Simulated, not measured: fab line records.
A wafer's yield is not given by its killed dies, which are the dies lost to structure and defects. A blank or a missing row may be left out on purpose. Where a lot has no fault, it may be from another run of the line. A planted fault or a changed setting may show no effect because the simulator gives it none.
Split-lot experiment    flow n5Finfet    7 lots, 21 wafers read, on a route of 1938 steps

== ABOUT THE SPLIT ==
At N5_SDB_COAT_04 (time 60 s, resist thk 18 nm), the setting spinRpm was moved away from the recipe's 1500 rpm on 5 of the 21 wafers read, by -5.7% to +7.6%. For the rest of the wafers, this setting stayed at what the recipe calls for.

== FROM THE SPLIT TO THE READING: what the file shows between them, 4 steps ==
- N5_SDB_COAT_05: resist thk 90 nm
- N5_SDB_EBR_07
- N5_SDB_DESCUM_16: chemistry O2, time 7.9 s
- N5_SDB_ETCH_17: etches SiARC in CF4, target depth 23.4 nm, time 39 s

== THE READING ==
SiARC_of_SDB_COAT_04.thkNm (the simulator's own value, which no gauge read), in nm, at N5_SDB_ETCH_18 (etches SOC in N2/H2, target depth 100 nm, overetch 20 nm, time 150 s). No usual value for it is given in the file. The 16 wafers here that ran the recipe average 12.8 nm, standard deviation 0.13 nm.

wafer   tool, chamber at the split  spinRpm as run, rpm  against the recipe  SiARC_of_SDB_COAT_04.thkNm, nm  against lot-mates on the recipe
L075.1  lithoTrack-01, 0            1500                 recipe              12.8                            -
L075.2  lithoTrack-01, 0            1500                 recipe              12.8                            -
L075.3  lithoTrack-01, 0            1500                 recipe              12.8                            -
L081.1  lithoTrack-05, 0            1414                 -5.7%               13.2                            +0.4
L081.2  lithoTrack-05, 0            1500                 recipe              12.8                            -
L081.5  lithoTrack-05, 0            1414                 -5.7%               13.4                            +0.6
L082.1  lithoTrack-03, 0            1500                 recipe              12.6                            -
L082.2  lithoTrack-03, 0            1614                 +7.6%               11.8                            -0.9
L082.5  lithoTrack-03, 0            1500                 recipe              12.8                            -
L084.3  lithoTrack-01, 0            1500                 recipe              12.8                            -
L084.5  lithoTrack-01, 0            1415                 -5.7%               13.2                            +0.4
L084.6  lithoTrack-01, 0            1415                 -5.7%               13.4                            +0.6
L094.3  lithoTrack-01, 0            1500                 recipe              13                              -
L094.5  lithoTrack-01, 0            1500                 recipe              13                              -
L094.4  lithoTrack-01, 0            1500                 recipe              12.8                            -
L096.2  lithoTrack-01, 0            1500                 recipe              12.8                            -
L096.3  lithoTrack-01, 0            1500                 recipe              12.6                            -
L096.4  lithoTrack-01, 0            1500                 recipe              13                              -
L097.3  lithoTrack-03, 0            1500                 recipe              12.8                            -
L097.5  lithoTrack-03, 0            1500                 recipe              12.6                            -
L097.6  lithoTrack-03, 0            1500                 recipe              13                              -

THE FIT
A straight line over all 21 wafers: SiARC_of_SDB_COAT_04.thkNm changes by -0.103 nm for each +1% of spinRpm; r = -0.91; the points scatter about the line by 0.14 nm.
The same after taking each lot's own level away (the mean of its wafers on the recipe; 21 wafers): -0.0987 nm for each +1%; r = -0.93; scatter 0.12 nm.
Per that fit: largest spinRpm move, reading shift of 0.75 nm.
The span of the lots' own levels, 12.70 to 12.93 nm, comes to 1.8 times the standard deviation stated above.
Hence the lot-to-lot level has little effect on the slope; both slopes agree.
Check: with one of the wafers moved furthest among these (+7.6%) left out of the fit, the line predicts -0.667 nm for it against its lot-mates. Against them it came out at -0.9 nm.

== OTHER SPLITS APPLIED TO THESE WAFERS ==
Other splits were also applied to these wafers ahead of the reading. Each is held against what the fit with the lots' levels taken away leaves over:
other split on the same wafers    wafers away from the commonest value  r with SiARC_of_SDB_COAT_04.thkNm (lot level and that fit taken away)
N5_WELL_APT_PEB_06 pebTimeS       4                                     +0.18
N5_WELL_APT_DESCUM_13 timeS       6                                     -0.04
N5_FIN_SAQP_MANDREL_ETCH_22 icpW  5                                     +0.00
N5_FIN_CUT_CUT_ETCH_26 sourceW    4                                     -0.31
N5_SD_EPI_N_PEB_07 pebTimeS       6                                     -0.08
N5_SD_EPI_P_PEB_07 pebTimeS       3                                     -0.12
N5_SD_EPI_P_DESCUM_14 timeS       6                                     +0.22

== THE WHOLE CHAIN: every reading that the file lists as answering this split, in the file's order ==
step            what it does                                                          reading                                                                      change (the file's fit)                 r (the file's)
N5_SDB_COAT_04  time 60 s, resist thk 18 nm                                           SiARC_of_SDB_COAT_04.thkNm (the simulator's own value, which no gauge read)  -0.0883 nm for each +1% of the setting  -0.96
N5_SDB_ETCH_17  etches SiARC in CF4, target depth 23.4 nm, time 39 s                  etch.depthNm (the simulator's own value, which no gauge read)                -0.0877 nm for each +1% of the setting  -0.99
N5_SDB_ETCH_18  etches SOC in N2/H2, target depth 100 nm, overetch 20 nm, time 150 s  SiARC_of_SDB_COAT_04.thkNm (the simulator's own value, which no gauge read)  -0.102 nm for each +1% of the setting   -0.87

== THE FILE'S OWN FIT ==
SiARC_of_SDB_COAT_04.thkNm changes by -0.102 nm for each +1% of spinRpm, r = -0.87.
